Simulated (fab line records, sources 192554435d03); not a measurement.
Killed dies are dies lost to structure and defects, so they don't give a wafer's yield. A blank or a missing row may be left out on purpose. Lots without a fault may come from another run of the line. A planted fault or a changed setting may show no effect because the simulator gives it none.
fab line records | flow n5_finfet
record lots=24 wafers=72 last_day=18
route steps=1938 shown BEOL_M8@1400 BEOL_M9@1423
lots that met no fault: from a run of the same line without faults
start_h: hours from the record's first day to the start of the lot's first wafer shown | wait_h: hours since the lot's step before | " the same as in the row above | L1.1+2: a row that stands for several wafers | - no value, or no start given | * or withheld: withheld | < > ~ a bound
route shown NAME@n: a module of which the file shows steps, and the number in the route of the first | usual: mean/standard deviation of fault-free wafers | same: alike in all rows | chamber/n: place in a boat | sites: the reading at each site | _std_site: their standard deviation | _edge_site: outer sites' mean less inner sites' | radius_mm: how far each site lies from the wafer's centre | mask NAME#n: copy n | behind: the tool/chamber that last shaped the wafer | hold: why the lot was held/for how many hours/how that ended | device: the transistor (n, p or np) that didn't switch | end of line: the same wafers' tests at the end of the route | a step without rows: its recipe alone | killed: dies lost to structure and defects at the first sort, not the wafer's yield | map: a wafer's dies, x killed, . not, _ none there
set.NAME: the setting as run; set.NAME@STEP: as run at that earlier step | model.NAME: the simulator's own value behind a step, which no gauge read
steps of the route over a sample of lots; a table a step, a row a wafer
services: from which hour (start_h, from the record's first day; less than 0 if before it) a tool's chamber was out of use, for how many hours, and why
## steps
# step N5_BEOL_M8_INSPECT_58
# recipe inspect_instrument=darkfield mode=post_dep
# usual raw_defect_count=71/22
# columns lot.wafer tool chamber start_h wait_h raw_defect_count
L074.2 defect_inspect-02 - 205.13 0.0 74
L074.3 " - " " 62
L074.6 " - " " 47
L075.1 defect_inspect-01 - 206.00 0.0 40
L075.2 " - " " 50
L075.3 " - " " 85
L077.2 defect_inspect-02 - 209.35 0.0 61
L077.3 " - " " 42
L077.4 " - " " 63
L076.1 defect_inspect-02 - 209.82 0.0 96
L076.3 " - " " 78
L076.4 " - " " 47
L078.1 defect_inspect-02 - 220.99 0.0 78
L078.2 " - " " 83
L078.5 " - " " 106
L080.1 defect_inspect-01 - 226.89 0.0 87
L080.3 " - " " 77
L080.5 " - " " 80
L079.2 defect_inspect-01 - 227.31 0.0 63
L079.4 " - " " 67
L079.5 " - " " 63
L081.2 defect_inspect-01 - 230.07 0.0 101
L081.3 " - " " 77
L081.6 " - " " 70
L082.3 defect_inspect-01 - 235.85 0.0 42
L082.4 " - " " 41
L082.5 " - " " 57
L083.3 defect_inspect-02 - 261.41 0.0 106
L083.5 " - " " 139
L083.6 " - " " 107
L084.2 defect_inspect-02 - 269.09 0.0 92
L084.5 " - " " 129
L084.6 " - " " 103
L086.1 defect_inspect-02 - 269.12 0.0 42
L086.3 " - " " 63
L086.5 " - " " 91
L085.3 defect_inspect-02 - 269.36 0.0 92
L085.4 " - " " 88
L085.6 " - " " 88
L087.2 defect_inspect-02 - 277.56 0.0 58
L087.4 " - " " 66
L087.5 " - " " 113
L088.1 defect_inspect-02 - 288.89 0.0 47
L088.2 " - " " 60
L088.4 " - " " 61
L089.1 defect_inspect-01 - 290.17 0.0 60
L089.5 " - " " 68
L089.6 " - " " 57
L091.1 defect_inspect-02 - 290.23 0.0 71
L091.4 " - " " 70
L091.5 " - " " 93
L090.3 defect_inspect-01 - 291.77 0.0 38
L090.5 " - " " 36
L090.6 " - " " 42
L093.2 defect_inspect-01 - 310.95 0.0 53
L093.3 " - " " 63
L093.4 " - " " 65
L092.4 defect_inspect-01 - 321.16 0.0 52
L092.5 " - " " 70
L092.6 " - " " 57
L094.1 defect_inspect-02 - 323.37 0.0 64
L094.4 " - " " 79
L094.5 " - " " 97
L095.2 defect_inspect-02 - 341.00 0.0 89
L095.4 " - " " 78
L095.6 " - " " 44
L096.1 defect_inspect-01 - 353.63 0.0 55
L096.5 " - " " 46
L096.6 " - " " 75
L097.1 defect_inspect-01 - 354.27 0.0 58
L097.3 " - " " 49
L097.5 " - " " 100
# step N5_BEOL_M9_STRIP_19
# recipe chemistry=O2 power_w=400 temp_c=40 pressure_mtorr=30 rf_frequency_hz=6e+07 bias_power_w=0 overash_fraction=0.2 o2_flow_sccm=225
# usual drypump_motor_current_A=5.7/0.41 oes_product_au=0.79/0.091 rf_vpp_V=3.7/0.6 showerhead_plenum_p_Torr=2.09/0.062 temp_c=39.99/0.11 throttle_valve_pct=16.73/0.26
# columns lot.wafer tool chamber start_h wait_h drypump_motor_current_A oes_product_au rf_hours_counter_h rf_vpp_V showerhead_plenum_p_Torr temp_c throttle_valve_pct
L074.2 rie_diel-04 0 208.40 0.1 5.6 0.82 68 3.2 2.05 39.97 16.72
L074.3 " 1 " " 5.9 0.68 240 3.3 2.14 39.97 16.79
L074.6 " 2 " " 6.5 0.96 - 3.3 2.05 39.83 16.75
L075.1 rie_diel-06 2 208.43 0.1 6.0 0.71 210 3.4 2.17 39.90 16.81
L075.2 " 1 " " 5.8 0.72 157 4.0 2.02 39.95 16.93
L075.3 " 3 " " 5.2 0.74 171 4.7 2.18 40.29 16.53
L077.2 rie_diel-06 1 213.48 0.1 5.8 0.73 159 3.2 2.01 39.91 16.93
L077.3 " 2 " " 5.9 0.71 212 3.6 2.16 39.88 16.82
L077.4 " 2 " " 5.9 0.71 - 3.7 2.17 40.07 16.81
L076.1 rie_diel-05 2 213.74 0.1 5.1 0.85 61 3.3 2.12 39.86 16.51
L076.3 " 0 " " 5.9 0.72 204 3.5 2.16 40.05 17.11
L076.4 " 1 " " 5.5 0.71 196 3.6 2.00 40.02 16.85
L078.1 rie_diel-04 3 223.24 0.1 5.1 0.77 156 3.9 2.09 40.05 16.96
L078.2 " 2 " " 6.5 0.95 14 4.4 2.05 39.96 16.75
L078.5 " 2 " " 6.5 0.94 - 4.1 2.05 39.86 16.77
L080.1 rie_diel-05 3 229.15 0.1 5.7 0.80 101 4.7 2.03 39.95 16.44
L080.3 " 2 " " 5.1 0.84 65 4.7 2.12 39.95 16.53
L080.5 " 0 " " 6.0 0.71 - 2.8 2.16 40.00 17.12
L079.2 rie_diel-05 2 229.57 0.1 5.1 0.85 65 3.3 2.11 40.03 16.53
L079.4 " 0 " " 6.0 0.71 208 3.5 2.16 39.69 17.11
L079.5 " 0 " " 6.0 0.71 - 3.3 2.16 39.85 17.12
L081.2 rie_diel-05 2 233.12 0.1 5.1 0.85 66 3.1 2.12 40.12 16.55
L081.3 " 1 " " 5.5 0.70 201 4.1 2.00 39.95 16.87
L081.6 " 0 " " 6.0 0.71 - 3.6 2.16 39.82 17.13
L082.3 rie_diel-06 1 239.32 0.1 5.8 0.72 169 4.7 2.01 40.03 16.93
L082.4 " 0 " " 5.7 0.97 4 3.7 2.14 39.82 16.17
L082.5 " 3 " " 5.2 0.73 - 3.9 2.17 39.99 16.56
L083.3 rie_diel-04 2 263.46 0.3 6.6 0.91 29 3.1 2.04 40.05 16.80
L083.5 " 0 " " 5.6 0.80 - 3.7 2.04 40.05 16.76
L083.6 " 3 " " 5.1 0.75 - 4.5 2.09 40.15 16.99
L084.2 rie_diel-05 0 271.03 0.1 6.0 0.69 222 3.6 2.16 40.01 17.12
L084.5 " 2 " " 5.1 0.85 - 2.8 2.11 39.98 16.56
L084.6 " 3 " " 5.6 0.80 - 3.6 2.03 39.89 16.48
L086.1 rie_diel-04 0 271.20 0.1 5.6 0.81 90 2.8 2.04 40.07 16.79
L086.3 " 1 " " 5.9 0.97 1 4.1 2.14 40.05 16.33
L086.5 " 2 " " 6.5 0.90 - 4.3 2.04 40.16 16.79
L085.3 rie_diel-06 2 271.46 0.1 6.0 0.70 230 3.1 2.16 40.07 16.84
L085.4 " 3 " " 5.2 0.73 192 3.9 2.17 39.97 16.59
L085.6 " 1 " " 5.8 0.71 - 2.8 2.01 40.16 16.94
L087.2 rie_diel-04 1 279.58 0.1 5.9 0.95 3 4.5 2.14 40.18 16.32
L087.4 " 0 " " 5.6 0.79 92 4.5 2.04 39.94 16.77
L087.5 " 1 " " 5.9 0.96 - 3.2 2.14 40.10 16.34
L088.1 rie_diel-05 0 292.11 0.3 6.0 0.70 229 3.0 2.15 40.06 17.16
L088.2 " 1 " " 5.5 0.70 220 3.1 1.99 39.97 16.90
L088.4 " 3 " " 5.7 0.78 122 3.9 2.02 39.98 16.48
L089.1 rie_diel-06 2 293.94 0.2 6.0 0.70 238 4.4 2.16 39.96 16.87
L089.5 " 1 " " 5.8 0.70 - 3.1 2.01 40.07 16.95
L089.6 " 0 " " 5.7 0.93 - 3.3 2.14 40.02 16.22
L091.1 rie_diel-06 1 294.40 0.1 5.8 0.70 185 3.6 2.01 39.99 16.96
L091.4 " 3 " " 5.2 0.72 200 4.5 2.17 39.79 16.62
L091.5 " 1 " " 5.8 0.70 - 3.4 2.01 39.89 16.97
L090.3 rie_diel-06 3 295.09 0.1 5.2 0.72 200 4.2 2.17 39.77 16.60
L090.5 " 0 " " 5.7 0.93 - 4.0 2.14 39.84 16.21
L090.6 " 1 " " 5.8 0.71 - 3.3 2.01 39.97 16.96
L093.2 rie_diel-04 0 314.92 0.2 5.6 0.78 98 4.2 2.04 39.96 16.78
L093.3 " 3 " " 5.1 0.74 183 2.9 2.08 39.94 16.98
L093.4 " 2 " " 6.6 0.88 41 3.3 2.04 40.05 16.82
L092.4 rie_diel-04 3 324.04 0.1 5.1 0.74 185 4.2 2.08 39.75 16.99
L092.5 " 1 " " 5.9 0.94 - 2.9 2.14 39.92 16.35
L092.6 " 2 " " 6.5 0.89 - 3.5 2.04 39.91 16.83
L094.1 rie_diel-05 1 328.06 0.1 5.5 0.68 232 3.5 1.99 40.00 16.93
L094.4 " 0 " " 6.0 0.69 241 4.2 2.15 40.17 17.19
L094.5 " 2 " " 5.1 0.81 - 2.9 2.11 40.09 16.58
L095.2 rie_diel-04 0 342.78 0.1 5.6 0.78 108 4.1 2.03 40.01 16.81
L095.4 " 3 " " 5.1 0.73 - 4.3 2.08 40.11 17.03
L095.6 " 2 " " 6.5 0.87 - 3.8 2.04 40.09 16.83
L097.1 rie_diel-06 1 356.52 0.1 5.7 0.68 209 4.2 2.00 39.98 17.03
L097.3 " 0 " " 5.8 0.89 43 3.3 2.13 39.89 16.27
L097.5 " 0 " " 5.7 0.88 - 3.0 2.13 39.88 16.27
L096.1 rie_diel-05 2 360.38 0.1 5.1 0.81 101 2.9 2.10 40.05 16.61
L096.5 " 0 " " 6.0 0.68 - 3.3 2.15 39.74 17.19
L096.6 " 1 " " 5.5 0.68 - 3.2 1.98 39.83 16.94
# step N5_BEOL_M9_CD_MEAS_18
# recipe pitch_nm=140 target_cd_nm=70
# usual cd_nm=70.1/0.54
# columns lot.wafer tool chamber start_h wait_h cd_nm
L074.2 cd_sem-02 - 208.47 0.1 70.3
L074.3 " - " " 70.3
L074.6 " - " " 70.3
L075.1 cd_sem-01 - 208.50 0.0 70.5
L075.2 " - " " 70.4
L075.3 " - " " 70.5
L077.2 cd_sem-02 - 213.55 0.1 69.2
L077.3 " - " " 69.7
L077.4 " - " " 69.7
L076.1 cd_sem-03 - 213.81 0.0 70.5
L076.3 " - " " 70.1
L076.4 " - " " 71.0
L078.1 cd_sem-01 - 223.30 0.0 69.3
L078.2 " - " " 69.9
L078.5 " - " " 70.6
L080.1 cd_sem-03 - 229.22 0.0 70.2
L080.3 " - " " 69.9
L080.5 " - " " 69.9
L079.2 cd_sem-02 - 229.64 0.1 70.6
L079.4 " - " " 70.2
L079.5 " - " " 70.5
L081.2 cd_sem-02 - 233.19 0.1 70.2
L081.3 " - " " 70.3
L081.6 " - " " 70.8
L082.3 cd_sem-03 - 239.39 0.1 70.2
L082.4 " - " " 70.0
L082.5 " - " " 70.1
L083.3 cd_sem-03 - 263.53 0.1 71.3
L083.5 " - " " 70.6
L083.6 " - " " 70.5
L084.2 cd_sem-03 - 271.11 0.1 70.7
L084.5 " - " " 70.5
L084.6 " - " " 70.5
L086.1 cd_sem-03 - 271.28 0.1 69.1
L086.3 " - " " 70.5
L086.5 " - " " 69.8
L085.3 cd_sem-02 - 271.53 0.1 70.7
L085.4 " - " " 70.1
L085.6 " - " " 70.4
L087.2 cd_sem-02 - 279.65 0.1 69.8
L087.4 " - " " 69.9
L087.5 " - " " 69.1
L088.1 cd_sem-02 - 292.18 0.0 70.1
L088.2 " - " " 69.8
L088.4 " - " " 69.5
L089.1 cd_sem-03 - 294.01 0.0 70.0
L089.5 " - " " 69.4
L089.6 " - " " 68.9
L091.1 cd_sem-02 - 294.47 0.0 70.7
L091.4 " - " " 70.7
L091.5 " - " " 70.7
L090.3 cd_sem-03 - 295.17 0.1 69.0
L090.5 " - " " 69.1
L090.6 " - " " 70.0
L093.2 cd_sem-03 - 315.00 0.1 70.2
L093.3 " - " " 69.7
L093.4 " - " " 70.1
L092.4 cd_sem-02 - 324.12 0.1 69.8
L092.5 " - " " 70.9
L092.6 " - " " 70.6
L094.1 cd_sem-03 - 328.13 0.0 70.1
L094.4 " - " " 70.0
L094.5 " - " " 70.1
L095.2 cd_sem-03 - 342.85 0.1 70.1
L095.4 " - " " 70.2
L095.6 " - " " 70.8
L097.1 cd_sem-03 - 356.59 0.0 69.3
L097.3 " - " " 69.7
L097.5 " - " " 69.9
L096.1 cd_sem-02 - 360.45 0.0 70.1
L096.5 " - " " 70.0
L096.6 " - " " 68.9
# step N5_BEOL_M9_TRENCH_ETCH_37
# recipe chemistry=C4F6/O2 target_depth_a=1514.3 target=SiCOH_lowk time_s=49 ion_energy_ev=250 pressure_mtorr=30 source_w=345 bias_w=185 Ar_flow_sccm=300 C4F6_flow_sccm=10 O2_flow_sccm=10
# usual drypump_motor_current_A=5.6/0.39 oes_product_au=0.77/0.081 rf_fwd_power_W=341.3/1.4 rf_vpp_V=666/7 showerhead_plenum_p_Torr=2.82/0.09 throttle_valve_pct=21.00/0.24
# columns lot.wafer tool chamber start_h wait_h drypump_motor_current_A oes_product_au rf_fwd_power_W rf_hours_counter_h rf_vpp_V showerhead_plenum_p_Torr throttle_valve_pct
L074.2 rie_diel-04 0 - - 5.6 0.83 343.1 69 668 2.77 20.97
L074.3 " 3 " " 5.1 0.77 339.8 152 655 2.85 21.26
L074.6 " 1 " " 5.9 0.68 342.6 - 679 2.93 21.12
L075.1 rie_diel-06 3 - - 5.2 0.75 339.0 171 675 2.95 20.74
L075.2 " 2 " " 5.9 0.70 342.8 210 680 2.94 21.05
L075.3 " 1 " " 5.8 0.72 341.5 157 660 2.73 21.10
L077.2 rie_diel-05 1 - - 5.5 0.70 340.3 196 671 2.71 21.05
L077.3 " 0 " " 6.0 0.70 341.2 204 668 2.93 21.38
L077.4 " 2 " " 5.1 0.84 340.8 61 661 2.88 20.83
L076.1 rie_diel-05 2 - - 5.1 0.86 341.3 61 662 2.88 20.86
L076.3 " 3 " " 5.6 0.81 341.3 96 660 2.75 20.59
L076.4 " 1 " " 5.5 0.71 340.5 196 670 2.71 21.05
L078.1 rie_diel-06 3 - - 5.2 0.74 340.5 178 677 2.95 20.75
L078.2 " 1 " " 5.8 0.72 341.1 164 659 2.73 21.13
L078.5 " 1 " " 5.8 0.72 340.5 - 661 2.73 21.11
L079.2 rie_diel-05 1 - - 5.5 0.70 340.6 201 671 2.71 21.06
L079.4 " 0 " " 6.0 0.70 341.6 209 669 2.93 21.39
L079.5 " 0 " " 5.9 0.71 341.6 - 667 2.93 21.38
L080.1 rie_diel-04 2 - - 6.5 0.94 343.9 17 657 2.77 21.03
L080.3 " 1 " " 5.9 0.67 344.2 247 677 2.93 21.12
L080.5 " 3 " " 5.1 0.77 337.9 - 656 2.85 21.29
L081.2 rie_diel-04 2 - - 6.5 0.93 343.1 18 658 2.77 21.03
L081.3 " 0 " " 5.6 0.83 342.8 76 669 2.77 20.99
L081.6 " 2 " " 6.5 0.93 342.0 - 658 2.77 21.04
L082.3 rie_diel-04 0 - - 5.6 0.82 342.4 78 669 2.77 21.00
L082.4 " 3 " " 5.1 0.76 339.2 161 655 2.85 21.29
L082.5 " 1 " " 5.9 0.66 343.0 - 678 2.93 21.13
L083.3 rie_diel-05 2 - - 5.1 0.84 340.3 72 660 2.88 20.86
L083.5 " 0 " " 6.0 0.70 343.0 - 668 2.93 21.40
L083.6 " 3 " " 5.7 0.81 338.7 - 660 2.74 20.61
L084.2 rie_diel-06 0 - - 5.7 0.95 339.4 13 673 2.91 20.51
L084.5 " 0 " " 5.8 0.94 339.9 - 672 2.91 20.50
L084.6 " 1 " " 5.8 0.71 342.0 - 659 2.72 21.13
L086.1 rie_diel-05 0 - - 6.0 0.69 343.3 223 669 2.92 21.38
L086.3 " 2 " " 5.1 0.83 339.1 74 660 2.88 20.87
L086.5 " 1 " " 5.5 0.69 342.2 - 670 2.70 21.06
L085.3 rie_diel-04 3 - - 5.1 0.75 338.0 174 656 2.84 21.31
L085.4 " 2 " " 6.6 0.89 342.3 33 659 2.76 21.06
L085.6 " 2 " " 6.5 0.89 342.1 - 657 2.76 21.04
L087.2 rie_diel-05 1 - - 5.5 0.69 342.7 217 670 2.70 21.09
L087.4 " 3 " " 5.6 0.79 341.9 118 660 2.74 20.62
L087.5 " 1 " " 5.5 0.69 341.4 - 671 2.70 21.06
L088.1 rie_diel-05 3 - - 5.7 0.79 340.0 123 661 2.73 20.62
L088.2 " 2 " " 5.1 0.82 340.0 81 662 2.87 20.86
L088.4 " 0 " " 6.0 0.69 340.7 230 668 2.92 21.40
L091.1 rie_diel-05 2 - - 5.1 0.83 341.6 81 660 2.87 20.87
L091.4 " 1 " " 5.6 0.69 341.5 222 671 2.70 21.08
L091.5 " 1 " " 5.5 0.69 340.0 - 670 2.70 21.08
L089.1 rie_diel-06 3 - - 5.2 0.72 340.9 200 677 2.94 20.79
L089.5 " 0 " " 5.7 0.92 341.2 - 672 2.90 20.51
L089.6 " 1 " " 5.8 0.71 339.5 - 660 2.72 21.14
L090.3 rie_diel-05 1 - - 5.5 0.69 340.0 222 671 2.70 21.08
L090.5 " 1 " " 5.6 0.69 340.5 - 668 2.70 21.08
L090.6 " 0 " " 6.0 0.69 342.4 - 668 2.92 21.39
L093.2 rie_diel-05 1 - - 5.5 0.68 341.5 229 670 2.70 21.09
L093.3 " 0 " " 6.0 0.69 340.8 238 670 2.92 21.43
L093.4 " 2 " " 5.1 0.82 340.1 89 661 2.87 20.89
L092.4 rie_diel-04 1 - - 5.9 0.93 342.7 13 677 2.92 20.75
L092.5 " 1 " " 5.9 0.92 343.3 - 678 2.92 20.73
L092.6 " 0 " " 5.6 0.79 342.9 - 669 2.76 21.03
L094.1 rie_diel-05 3 - - 5.7 0.78 340.9 135 658 2.73 20.66
L094.4 " 1 " " 5.5 0.68 340.9 233 670 2.70 21.09
L094.5 " 3 " " 5.6 0.78 341.4 - 660 2.73 20.66
L095.2 rie_diel-06 1 - - 5.8 0.69 342.0 203 660 2.71 21.17
L095.4 " 1 " " 5.8 0.68 341.9 - 659 2.71 21.16
L095.6 " 3 " " 5.2 0.71 339.3 - 674 2.93 20.82
L097.1 rie_diel-05 2 - - 5.1 0.80 340.9 100 660 2.86 20.91
L097.3 " 3 " " 5.6 0.78 341.2 143 660 2.73 20.67
L097.5 " 1 " " 5.5 0.67 340.5 - 670 2.69 21.10
L096.1 rie_diel-04 2 - - 6.5 0.85 342.4 57 658 2.75 21.09
L096.5 " 0 " " 5.6 0.78 342.7 - 667 2.75 21.03
L096.6 " 2 " " 6.5 0.86 342.1 - 657 2.75 21.08
# step N5_BEOL_M9_ALD_74
# recipe material=TaN target_thk_a=20 temp_c=275 ald_precursor_family=PDMAT ald_co_reactant=NH3 pressure_torr=3 carrier_flow_sccm=1500 pulse_time_s=2 purge_time_s=3 co_reactant_purge_time_s=2 co_reactant_pulse_time_s=3 ald_cycles=40 precursor_vessel_temp_c=75 precursor_vessel_pressure_torr=26.25 precursor_vessel_carrier_sccm=1000
# usual heater_power_w=414/39 precursor_vessel_carrier_sccm=1000/3
# same co_reactant_pulse_time_s=3
# columns lot.wafer tool chamber start_h wait_h heater_power_w precursor_vessel_carrier_sccm
L074.2 ald_metal-02 1 211.21 0.0 403 997
L074.3 " 2 " " 360 997
L074.6 " 3 " " 401 1003
L075.1 ald_metal-03 0 212.36 0.3 384 1001
L075.2 " 3 " " 409 1000
L075.3 " 1 " " 373 996
L077.2 ald_metal-02 2 215.30 0.1 362 1001
L077.3 " 0 " " 444 1003
L077.4 " 1 " " 411 996
L076.1 ald_metal-02 0 215.65 0.1 444 999
L076.3 " 3 " " 389 1000
L076.4 " 1 " " 408 1002
L078.1 ald_metal-04 1 225.19 0.0 463 1003
L078.2 " 0 " " 451 998
L078.5 " 2 " " 428 1003
L079.2 ald_metal-03 1 233.28 0.1 368 1003
L079.4 " 2 " " 421 999
L079.5 " 1 " " 378 999
L080.1 ald_metal-03 2 234.37 0.1 431 1000
L080.3 " 1 " " 381 999
L080.5 " 3 " " 414 1001
L081.2 ald_metal-04 1 235.64 0.3 458 997
L081.3 " 2 " " 436 999
L081.6 " 3 " " 518 998
L082.3 ald_metal-03 1 243.50 0.0 390 1000
L082.4 " 3 " " 423 1004
L082.5 " 0 " " 393 1000
L083.3 ald_metal-03 0 265.39 0.2 394 1000
L083.5 " 1 " " 379 1000
L083.6 " 0 " " 383 999
L084.2 ald_metal-02 2 273.46 0.0 358 991
L084.5 " 2 " " 356 989
L084.6 " 3 " " 398 1000
L086.1 ald_metal-04 1 273.61 0.0 462 999
L086.3 " 0 " " 458 1002
L086.5 " 3 " " 523 996
L085.3 ald_metal-03 0 273.72 0.0 386 997
L085.4 " 3 " " 420 1000
L085.6 " 1 " " 382 997
L087.2 ald_metal-02 0 281.73 0.1 445 1002
L087.4 " 2 " " 361 1000
L087.5 " 2 " " 362 1001
L088.1 ald_metal-03 1 296.40 0.2 379 1000
L088.2 " 0 " " 383 1005
L088.4 " 2 " " 438 994
L091.1 ald_metal-03 2 297.55 0.0 431 995
L091.4 " 1 " " 379 1001
L091.5 " 1 " " 387 1001
L089.1 ald_metal-02 1 297.63 0.0 407 1000
L089.5 " 1 " " 397 998
L089.6 " 3 " " 405 999
L090.3 ald_metal-03 2 297.81 0.0 425 1003
L090.5 " 2 " " 429 1007
L090.6 " 3 " " 405 999
L093.2 ald_metal-03 0 317.71 0.0 383 1000
L093.3 " 3 " " 417 995
L093.4 " 1 " " 380 999
L092.4 ald_metal-02 2 327.54 0.0 364 999
L092.5 " 2 " " 359 998
L092.6 " 3 " " 393 1003
L094.1 ald_metal-04 2 331.67 0.0 433 1003
L094.4 " 0 " " 464 996
L094.5 " 0 " " 445 1000
L095.2 ald_metal-02 0 346.68 0.1 446 1001
L095.4 " 2 " " 365 1005
L095.6 " 0 " " 446 999
L097.1 ald_metal-04 1 360.84 0.0 452 999
L097.3 " 3 " " 529 997
L097.5 " 0 " " 448 1003
L096.1 ald_metal-02 2 363.39 0.0 362 1002
L096.5 " 2 " " 361 1002
L096.6 " 3 " " 396 1005
# step N5_BEOL_M9_CMP_52
# recipe stop_on=SiCOH_lowk t_overpolish_s=7 down_force_psi=1 platen_rpm=50 clearing_platen_down_force_psi=1.5 clearing_platen_rpm=50 post_cmp_clean=cu_alkaline target_thk_nm=140 clearing_platen_pad_velocity_m_s=0.99484 pad_velocity_m_s=0.99484
# usual barrier_field_endpoint_s=28.8/0.6 motor_current_A=6.0/0.5 overpolish_run_s=6.999/0.0088 retaining_ring_pressure_frac=1.000/0.0049 time_to_endpoint_s=65.1/2.3
# columns lot.wafer tool chamber start_h wait_h barrier_field_endpoint_s motor_current_A overpolish_run_s retaining_ring_pressure_frac time_to_endpoint_s
L074.3 cmp-04 1 213.30 0.4 27.8 5.9 6.998 1.008 62.8
L074.2 " 2 " " 28.5 6.3 7.008 1.003 65.8
L074.6 " 3 " " 28.2 5.9 6.993 1.002 61.8
L075.1 cmp-04 3 213.65 0.3 27.9 6.1 7.000 0.998 60.8
L075.3 " 1 " " 27.2 6.0 6.997 1.000 59.3
L075.2 " 2 " " 28.8 6.3 6.975 1.003 62.6
L077.2 cmp-01 3 216.79 0.2 28.3 6.0 6.991 1.008 63.2
L077.4 " 0 " " 29.1 6.6 7.009 1.002 61.4
L077.3 " 2 " " 28.8 6.0 6.978 1.004 63.5
L076.4 cmp-01 3 217.08 0.1 29.0 6.1 7.009 1.004 65.3
L076.1 " 1 " " 29.5 6.1 6.994 1.007 63.9
L076.3 " 2 " " 28.6 6.5 7.015 1.002 62.7
L078.2 cmp-03 1 226.34 0.2 28.6 5.8 7.012 1.001 65.7
L078.1 " 2 " " 28.4 5.1 7.008 0.997 69.1
L078.5 " 1 " " 29.3 5.8 6.989 1.001 68.2
L079.2 cmp-01 3 234.71 0.2 28.5 5.8 7.005 1.002 61.0
L079.4 " 2 " " 27.9 6.3 6.995 0.996 59.8
L079.5 " 3 " " 28.4 6.3 7.002 1.001 62.8
L080.1 cmp-01 0 235.80 0.3 29.0 7.0 7.013 1.002 64.5
L080.3 " 2 " " 28.7 6.2 7.008 1.003 63.5
L080.5 " 1 " " 29.1 6.1 6.999 1.000 63.3
L081.3 cmp-01 1 238.36 0.2 28.7 6.0 7.000 1.003 64.5
L081.2 " 2 " " 28.4 6.1 7.007 1.001 64.3
L081.6 " 1 " " 30.2 6.0 7.010 0.999 67.8
L082.4 cmp-04 2 244.58 0.1 29.0 6.5 7.011 1.002 66.0
L082.3 " 1 " " 29.4 6.2 6.997 0.992 65.7
L082.5 " 2 " " 29.1 6.1 6.995 0.994 65.2
L083.3 cmp-01 1 268.47 0.2 28.0 6.4 6.995 0.991 66.1
L083.6 " 3 " " 28.5 6.2 6.997 0.995 63.6
L083.5 " 0 " " 28.3 6.8 7.002 1.008 64.0
L084.2 cmp-01 1 275.52 0.2 28.0 6.1 7.006 0.999 65.0
L084.5 " 0 " " 29.0 6.6 6.984 1.004 65.1
L084.6 " 1 " " 29.1 6.0 6.995 1.005 64.7
L086.1 cmp-03 2 275.75 0.3 28.6 5.2 6.995 1.013 63.3
L086.3 " 3 " " 28.6 5.4 7.007 1.000 65.6
L086.5 " 3 " " 28.0 5.3 7.004 0.998 60.7
L085.4 cmp-04 3 275.92 0.2 29.6 5.6 7.001 0.996 67.2
L085.3 " 1 " " 27.2 6.2 7.002 0.997 61.4
L085.6 " 3 " " 29.0 6.0 6.996 1.000 66.9
L087.4 cmp-03 1 282.99 0.1 28.9 5.4 7.000 0.994 64.9
L087.2 " 2 " " 28.5 5.0 7.001 1.007 67.1
L087.5 " 1 " " 27.8 5.9 6.998 1.003 62.6
L088.1 cmp-01 0 297.45 0.3 28.5 6.8 7.001 0.994 65.8
L088.2 " 1 " " 28.8 6.1 7.007 0.992 64.6
L088.4 " 2 " " 27.9 6.5 6.986 0.998 62.4
L091.4 cmp-04 0 299.07 0.1 28.9 6.2 7.003 0.996 67.5
L091.1 " 3 " " 28.3 5.8 6.985 1.003 68.7
L091.5 " 0 " " 28.9 5.8 6.995 1.001 69.6
L089.1 cmp-03 3 299.17 0.3 28.1 5.3 7.001 1.002 62.9
L089.5 " 2 " " 29.0 5.1 7.003 1.012 63.9
L089.6 " 3 " " 28.8 5.5 7.012 0.997 64.5
L090.3 cmp-04 2 299.48 0.2 28.8 6.3 7.005 0.993 66.2
L090.5 " 0 " " 30.0 6.1 6.993 0.994 69.9
L090.6 " 1 " " 29.3 5.8 6.999 1.002 65.4
L093.3 cmp-04 2 319.02 0.2 28.5 6.1 6.995 0.992 67.3
L093.2 " 3 " " 29.2 6.1 7.000 1.005 69.8
L093.4 " 0 " " 29.1 6.0 7.009 1.001 67.0
L092.4 cmp-03 1 328.65 0.1 28.7 5.8 6.979 1.009 64.6
L092.5 " 1 " " 27.7 5.7 6.987 0.998 60.2
L092.6 " 2 " " 29.6 5.0 7.005 1.004 66.0
L094.4 cmp-03 2 333.17 0.1 28.4 5.5 6.985 0.997 63.3
L094.1 " 3 " " 27.8 5.2 7.012 1.003 63.2
L094.5 " 3 " " 28.2 5.3 7.010 0.998 61.0
L095.4 cmp-01 3 348.05 0.2 28.6 6.2 7.003 0.994 66.4
L095.2 " 0 " " 28.2 6.9 6.993 1.006 64.0
L095.6 " 3 " " 29.8 6.1 7.002 0.994 66.6
L097.1 cmp-03 0 362.76 0.3 28.0 7.0 6.999 1.005 67.9
L097.3 " 1 " " 29.1 6.0 7.013 0.999 69.4
L097.5 " 3 " " 29.7 5.2 6.980 1.001 70.1
L096.1 cmp-03 2 364.54 0.4 28.6 5.2 7.002 1.001 67.4
L096.5 " 3 " " 28.9 5.4 6.994 1.006 64.6
L096.6 " 0 " " 29.7 6.7 7.013 0.997 67.8
## services
# columns tool chamber start_h hours kind
cmp-01 - 191.11 0.3 repair
ald_metal-03 0 200.79 3.8 repair
cmp-03 - 208.50 1.8 repair
ald_metal-03 - 209.31 2.8 pm
ald_metal-03 1 214.47 7.8 repair
cmp-04 - 229.25 4.0 pm
ald_metal-02 1 229.45 7.2 repair
cmp-03 - 234.58 4.0 pm
cmp-01 - 240.50 0.6 repair
ald_metal-03 - 248.90 1.1 repair
ald_metal-03 3 261.07 3.2 repair
cmp-03 - 263.00 0.4 repair
cmp-04 - 265.45 1.7 repair
cmp-01 - 279.26 2.2 repair
rie_diel-04 - 284.96 14.6 pm
ald_metal-02 0 296.44 26.8 repair
ald_metal-03 - 319.65 0.3 repair
cmp-03 - 323.45 5.2 pm
cmp-01 - 325.82 5.9 pm
rie_diel-04 1 335.55 41.2 repair
ald_metal-03 - 337.25 14.0 pm
ald_metal-02 - 347.97 14.6 pm
cmp-01 - 360.09 0.7 repair
cmp-01 - 361.95 4.0 pm
## key
fault none
